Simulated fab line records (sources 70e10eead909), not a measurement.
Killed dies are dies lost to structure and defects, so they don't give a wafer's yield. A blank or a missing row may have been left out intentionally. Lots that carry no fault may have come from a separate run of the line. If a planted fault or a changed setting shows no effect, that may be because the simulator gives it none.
Matching of chambers :: flow nand-harc :: NHARC_A_BLC_DESCUM_15 on rie-diel-04: 4 sister chambers
The step chemistry O2, time 3 s. 22 wafers are shown with their chamber, then 11 later ones without.

EACH WAFER AND ITS CHAMBER
wafer: L076.3
chamber: 1
drypump-motor-current-A (A): 5.6
showerhead-plenum-p-Torr (Torr): 1.82
rf-vpp-V (V): 56.4

wafer: L076.5
chamber: 2
drypump-motor-current-A (A): 5.4
showerhead-plenum-p-Torr (Torr): 1.96
rf-vpp-V (V): 58.1

wafer: L076.6
chamber: 3
drypump-motor-current-A (A): 6.7
showerhead-plenum-p-Torr (Torr): 1.82
rf-vpp-V (V): 58.1

wafer: L079.1
chamber: 2
drypump-motor-current-A (A): 5.4
showerhead-plenum-p-Torr (Torr): 1.96
rf-vpp-V (V): 58.7

wafer: L079.2
chamber: 0
drypump-motor-current-A (A): 5.9
showerhead-plenum-p-Torr (Torr): 1.83
rf-vpp-V (V): 57.2

wafer: L079.6
chamber: 1
drypump-motor-current-A (A): 5.6
showerhead-plenum-p-Torr (Torr): 1.81
rf-vpp-V (V): 56.3

wafer: L078.4
chamber: 0
drypump-motor-current-A (A): 5.9
showerhead-plenum-p-Torr (Torr): 1.83
rf-vpp-V (V): 58.4

wafer: L078.5
chamber: 2
drypump-motor-current-A (A): 5.4
showerhead-plenum-p-Torr (Torr): 1.96
rf-vpp-V (V): 59.1

wafer: L078.6
chamber: 1
drypump-motor-current-A (A): 5.6
showerhead-plenum-p-Torr (Torr): 1.81
rf-vpp-V (V): 57.0

wafer: L080.3
chamber: 3
drypump-motor-current-A (A): 6.6
showerhead-plenum-p-Torr (Torr): 1.82
rf-vpp-V (V): 56.4

wafer: L080.5
chamber: 0
drypump-motor-current-A (A): 5.9
showerhead-plenum-p-Torr (Torr): 1.83
rf-vpp-V (V): 57.3

wafer: L080.6
chamber: 3
drypump-motor-current-A (A): 6.7
showerhead-plenum-p-Torr (Torr): 1.82
rf-vpp-V (V): 57.2

wafer: L082.4
chamber: 3
drypump-motor-current-A (A): 6.6
showerhead-plenum-p-Torr (Torr): 1.82
rf-vpp-V (V): 58.5

wafer: L082.5
chamber: 3
drypump-motor-current-A (A): 6.6
showerhead-plenum-p-Torr (Torr): 1.82
rf-vpp-V (V): 57.1

wafer: L082.6
chamber: 2
drypump-motor-current-A (A): 5.4
showerhead-plenum-p-Torr (Torr): 1.96
rf-vpp-V (V): 57.3

wafer: L084.1
chamber: 0
drypump-motor-current-A (A): 5.9
showerhead-plenum-p-Torr (Torr): 1.83
rf-vpp-V (V): 57.9

wafer: L084.2
chamber: 3
drypump-motor-current-A (A): 6.7
showerhead-plenum-p-Torr (Torr): 1.82
rf-vpp-V (V): 56.9

wafer: L084.4
chamber: 0
drypump-motor-current-A (A): 5.9
showerhead-plenum-p-Torr (Torr): 1.83
rf-vpp-V (V): 56.9

wafer: L090.1
chamber: 0
drypump-motor-current-A (A): 5.9
showerhead-plenum-p-Torr (Torr): 1.83
rf-vpp-V (V): 57.8

wafer: L090.4
chamber: 1
drypump-motor-current-A (A): 5.6
showerhead-plenum-p-Torr (Torr): 1.81
rf-vpp-V (V): 57.2

wafer: L090.5
chamber: 2
drypump-motor-current-A (A): 5.4
showerhead-plenum-p-Torr (Torr): 1.96
rf-vpp-V (V): 56.5

wafer: L088.1
chamber: 2
drypump-motor-current-A (A): 5.4
showerhead-plenum-p-Torr (Torr): 1.95
rf-vpp-V (V): 58.2

SIGNATURES (means of the wafers above)
reading: drypump-motor-current-A
chamber 0: 5.900
chamber 1: 5.600
chamber 2: 5.400
chamber 3: 6.650
scatter within a chamber: 0.0289

reading: showerhead-plenum-p-Torr
chamber 0: 1.8300
chamber 1: 1.8125
chamber 2: 1.9583
chamber 3: 1.8200
scatter within a chamber: 0.00297

reading: rf-vpp-V
chamber 0: 57.583
chamber 1: 56.725
chamber 2: 57.983
chamber 3: 57.367
scatter within a chamber: 0.732
Rule: for each reading, subtract the chamber's mean from the wafer's reading, divide by that reading's scatter and square the result; add these up over the readings and take the root, which gives the wafer's distance from the chamber. If the next closest chamber is less than 2 further off than the closest, the wafer can't be placed; otherwise it belongs to the closest. The scatter: the root of (the sum of the squares of (reading less its chamber's mean) over the shown wafers, divided by (wafers less chambers)).

WAFERS MISSING THEIR CHAMBER
wafer: L088.3
drypump-motor-current-A (A): 5.6
showerhead-plenum-p-Torr (Torr): 1.81
rf-vpp-V (V): 57.7

wafer: L088.6
drypump-motor-current-A (A): 5.9
showerhead-plenum-p-Torr (Torr): 1.83
rf-vpp-V (V): 57.1

wafer: L092.1
drypump-motor-current-A (A): 6.6
showerhead-plenum-p-Torr (Torr): 1.81
rf-vpp-V (V): 56.9

wafer: L092.2
drypump-motor-current-A (A): 5.4
showerhead-plenum-p-Torr (Torr): 1.95
rf-vpp-V (V): 59.4

wafer: L092.5
drypump-motor-current-A (A): 5.9
showerhead-plenum-p-Torr (Torr): 1.83
rf-vpp-V (V): 57.6

wafer: L096.1
drypump-motor-current-A (A): 5.9
showerhead-plenum-p-Torr (Torr): 1.83
rf-vpp-V (V): 58.2

wafer: L096.2
drypump-motor-current-A (A): 5.6
showerhead-plenum-p-Torr (Torr): 1.81
rf-vpp-V (V): 58.2

wafer: L096.6
drypump-motor-current-A (A): 5.6
showerhead-plenum-p-Torr (Torr): 1.81
rf-vpp-V (V): 56.7

wafer: L094.1
drypump-motor-current-A (A): 5.4
showerhead-plenum-p-Torr (Torr): 1.95
rf-vpp-V (V): 57.7

wafer: L094.2
drypump-motor-current-A (A): 5.9
showerhead-plenum-p-Torr (Torr): 1.83
rf-vpp-V (V): 56.5

wafer: L094.4
drypump-motor-current-A (A): 6.6
showerhead-plenum-p-Torr (Torr): 1.81
rf-vpp-V (V): 57.6

EACH ONE'S CHAMBER
wafer: L088.3
from the rows above: 1
in truth: 1

wafer: L088.6
from the rows above: 0
in truth: 0

wafer: L092.1
from the rows above: 3
in truth: 3

wafer: L092.2
from the rows above: 2
in truth: 2

wafer: L092.5
from the rows above: 0
in truth: 0

wafer: L096.1
from the rows above: 0
in truth: 0

wafer: L096.2
from the rows above: 1
in truth: 1

wafer: L096.6
from the rows above: 1
in truth: 1

wafer: L094.1
from the rows above: 2
in truth: 2

wafer: L094.2
from the rows above: 0
in truth: 0

wafer: L094.4
from the rows above: 3
in truth: 3
Correct placement for 11 of the 11. Number that these rows cannot place: 0. Wrongly placed: 0.
